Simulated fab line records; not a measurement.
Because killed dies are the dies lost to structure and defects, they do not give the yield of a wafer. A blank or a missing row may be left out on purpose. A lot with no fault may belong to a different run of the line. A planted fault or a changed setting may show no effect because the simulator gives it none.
Split-lot trial + flow n5_finfet + route with 1938 steps; 7 lots, 39 wafers read

## ABOUT THE SPLIT
At N5_MIM_BOT_LITHO_DEVELOP_07 (develop time 60 s), the setting develop_time_s was moved away from the recipe's 60 s on 12 of the 39 wafers read, by -35.2% to +55.4%. The other wafers ran this setting at the recipe's value.

## SPLIT TO READING: what lies between them in the file, 1 step
- N5_MIM_BOT_LITHO_HARDBAKE_09: time 120 s

## THE READING
cd_nm at N5_MIM_BOT_LITHO_CD_MEAS_08, given in nm (cd target 3000 nm). Fault-free wafers of this fab line usually give 3000.3 nm, standard deviation 1.6 nm.

| wafer  | tool, chamber at the split | develop_time_s as run, s | against the recipe | cd_nm, nm | against lot-mates on the recipe |
|--------|----------------------------|--------------------------|--------------------|-----------|---------------------------------|
| L078.1 | litho_track-04, 0          | 60                       | recipe             | 3000.0    | -                               |
| L078.2 | litho_track-04, 0          | 60                       | recipe             | 3000.6    | -                               |
| L078.3 | litho_track-04, 0          | 60                       | recipe             | 3000.4    | -                               |
| L078.4 | litho_track-04, 0          | 60                       | recipe             | 2999.7    | -                               |
| L078.5 | litho_track-04, 0          | 60                       | recipe             | 3001.9    | -                               |
| L078.6 | litho_track-04, 0          | 60                       | recipe             | 2999.3    | -                               |
| L084.1 | litho_track-04, 0          | 60                       | recipe             | 3000.8    | -                               |
| L084.2 | litho_track-04, 0          | 60                       | recipe             | 3000.6    | -                               |
| L084.3 | litho_track-04, 0          | 60                       | recipe             | 3000.4    | -                               |
| L092.1 | litho_track-04, 0          | 60                       | recipe             | 2998.3    | -                               |
| L092.2 | litho_track-04, 0          | 60                       | recipe             | 2999.5    | -                               |
| L092.3 | litho_track-04, 0          | 60                       | recipe             | 2999.7    | -                               |
| L092.4 | litho_track-04, 0          | 60                       | recipe             | 2999.5    | -                               |
| L092.5 | litho_track-04, 0          | 60                       | recipe             | 3000.6    | -                               |
| L092.6 | litho_track-04, 0          | 60                       | recipe             | 2998.8    | -                               |
| L089.1 | litho_track-04, 0          | 60                       | recipe             | 3001.5    | -                               |
| L089.2 | litho_track-04, 0          | 38.85                    | -35.2%             | 2993.2    | -8.7                            |
| L089.3 | litho_track-04, 0          | 38.85                    | -35.2%             | 2992.1    | -9.8                            |
| L089.4 | litho_track-04, 0          | 60                       | recipe             | 3002.9    | -                               |
| L089.5 | litho_track-04, 0          | 60                       | recipe             | 3001.2    | -                               |
| L089.6 | litho_track-04, 0          | 38.85                    | -35.2%             | 2995.1    | -6.8                            |
| L093.1 | litho_track-04, 0          | 60                       | recipe             | 3002.0    | -                               |
| L093.2 | litho_track-04, 0          | 82.83                    | +38.1%             | 3008.9    | +6.4                            |
| L093.3 | litho_track-04, 0          | 82.83                    | +38.1%             | 3005.1    | +2.6                            |
| L093.4 | litho_track-04, 0          | 60                       | recipe             | 3003.3    | -                               |
| L093.5 | litho_track-04, 0          | 60                       | recipe             | 3002.1    | -                               |
| L093.6 | litho_track-04, 0          | 82.83                    | +38.1%             | 3005.8    | +3.3                            |
| L094.1 | litho_track-04, 0          | 60                       | recipe             | 3000.1    | -                               |
| L094.2 | litho_track-04, 0          | 60                       | recipe             | 3003.3    | -                               |
| L094.3 | litho_track-04, 0          | 93.23                    | +55.4%             | 3010.4    | +10.0                           |
| L094.4 | litho_track-04, 0          | 60                       | recipe             | 2997.7    | -                               |
| L094.5 | litho_track-04, 0          | 93.23                    | +55.4%             | 3006.6    | +6.2                            |
| L094.6 | litho_track-04, 0          | 93.23                    | +55.4%             | 3009.4    | +9.0                            |
| L095.1 | litho_track-02, 0          | 60                       | recipe             | 2999.6    | -                               |
| L095.2 | litho_track-02, 0          | 78.23                    | +30.4%             | 3005.6    | +4.0                            |
| L095.3 | litho_track-02, 0          | 78.23                    | +30.4%             | 3004.6    | +3.0                            |
| L095.4 | litho_track-02, 0          | 60                       | recipe             | 3003.0    | -                               |
| L095.5 | litho_track-02, 0          | 78.23                    | +30.4%             | 3007.2    | +5.6                            |
| L095.6 | litho_track-02, 0          | 60                       | recipe             | 3002.1    | -                               |

FIT RESULTS
A straight line over all 39 wafers: cd_nm changes by +0.165 nm for each +1% of develop_time_s; r = +0.92; the points scatter about the line by 1.6 nm.
The same after taking each lot's own level away (the mean of its wafers on the recipe; 39 wafers): +0.163 nm for each +1%; r = +0.92; scatter 1.5 nm.
On that fit, the largest move of develop_time_s shifts the reading by 9 nm.
The lots' own levels span 2999.40 to 3002.47 nm, that is 1.9 times the standard deviation above.
So the lot-to-lot level changes the slope little: the two slopes agree.
Check: with one of the wafers moved furthest among these (+55.4%) left out of the fit, the line predicts +8.3 nm for it against its lot-mates. Against them it came out at +10 nm.

## THESE WAFERS: OTHER SPLITS
Note: prior to the reading, these wafers also went through further splits. Each is held against what the fit with the lots' levels taken away leaves over:
| other split on the same wafers | wafers away from the commonest value | r with cd_nm (lot level and that fit taken away) |
|--------------------------------|--------------------------------------|--------------------------------------------------|
| N5_BEOL_M14_ILD_DEP_00 time_s  | 15                                   | +0.04                                            |

## FILE'S OWN FIT
cd_nm changes by +0.157 nm for each +1% of develop_time_s, r = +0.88.
